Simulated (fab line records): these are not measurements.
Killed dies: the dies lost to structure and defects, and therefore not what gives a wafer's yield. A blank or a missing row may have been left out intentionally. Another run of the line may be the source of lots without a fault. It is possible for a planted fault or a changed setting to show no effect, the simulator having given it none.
Chamber matching + flow n5_finfet + ald_sin-03 running N5_MOL_CONTACT_COAG_ALD_131: 4 sister chambers
The step deposits SiO2, target thk 5 nm, pulse time 1 s, co reactant pulse time 1 s. 14 wafers are shown with their chamber, then 7 later ones without.

WAFERS, EACH WITH ITS CHAMBER
| wafer  | chamber | heater_power_w (W) | precursor_pulse_height_rel |
|--------|---------|--------------------|----------------------------|
| L074.1 | 1       | 80                 | 1.016                      |
| L074.3 | 2       | 79                 | 1.037                      |
| L074.6 | 3       | 79                 | 0.990                      |
| L080.1 | 1       | 80                 | 0.987                      |
| L080.4 | 2       | 77                 | 1.002                      |
| L080.6 | 0       | 89                 | 1.018                      |
| L082.3 | 3       | 84                 | 0.979                      |
| L082.4 | 0       | 90                 | 0.982                      |
| L082.6 | 1       | 78                 | 1.012                      |
| L084.1 | 0       | 91                 | 1.015                      |
| L084.4 | 2       | 77                 | 1.011                      |
| L084.6 | 2       | 80                 | 1.018                      |
| L090.3 | 3       | 90                 | 1.006                      |
| L090.4 | 0       | 89                 | 1.023                      |

SIGNATURES (averages over the wafers above)
| reading                    | chamber 0 | chamber 1 | chamber 2 | chamber 3 | scatter within a chamber |
|----------------------------|-----------|-----------|-----------|-----------|--------------------------|
| heater_power_w             | 89.75     | 79.33     | 78.25     | 84.33     | 2.7                      |
| precursor_pulse_height_rel | 1.00950   | 1.00500   | 1.01700   | 0.99167   | 0.016                    |
Rule: distance of a wafer from a chamber = root of the sum over the readings of ((wafer's reading minus chamber's mean) / reading's scatter) squared. If the next closest chamber is less than 2 further off than the closest, the wafer can't be placed; otherwise it belongs to the closest. How the scatter is found: for the shown wafers, subtract from each reading the mean of its chamber, square and add these, divide the total by (wafers less chambers), then take the root.

WAFERS MISSING THEIR CHAMBER
| wafer  | heater_power_w (W) | precursor_pulse_height_rel |
|--------|--------------------|----------------------------|
| L090.5 | 90                 | 1.014                      |
| L091.1 | 90                 | 0.997                      |
| L091.2 | 89                 | 0.992                      |
| L091.6 | 75                 | 1.017                      |
| L095.2 | 89                 | 1.039                      |
| L095.5 | 87                 | 1.009                      |
| L095.6 | 89                 | 0.989                      |

WHICH CHAMBER EACH ONE RAN IN
| wafer  | from the rows above          | in truth                   |
|--------|------------------------------|----------------------------|
| L090.5 | 0                            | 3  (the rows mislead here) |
| L091.1 | can't be placed: 0 or 3      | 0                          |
| L091.2 | can't be placed: 0 or 3      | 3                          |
| L091.6 | can't be placed: 2 or 1      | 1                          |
| L095.2 | can't be placed: 0 or 3      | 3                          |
| L095.5 | can't be placed: 0 or 3 or 1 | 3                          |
| L095.6 | can't be placed: 0 or 3      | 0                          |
0 of 7 placed correctly. Cannot be placed on the basis of these rows: 6; the candidates contain the true chamber in 6. 1 placed wrongly.
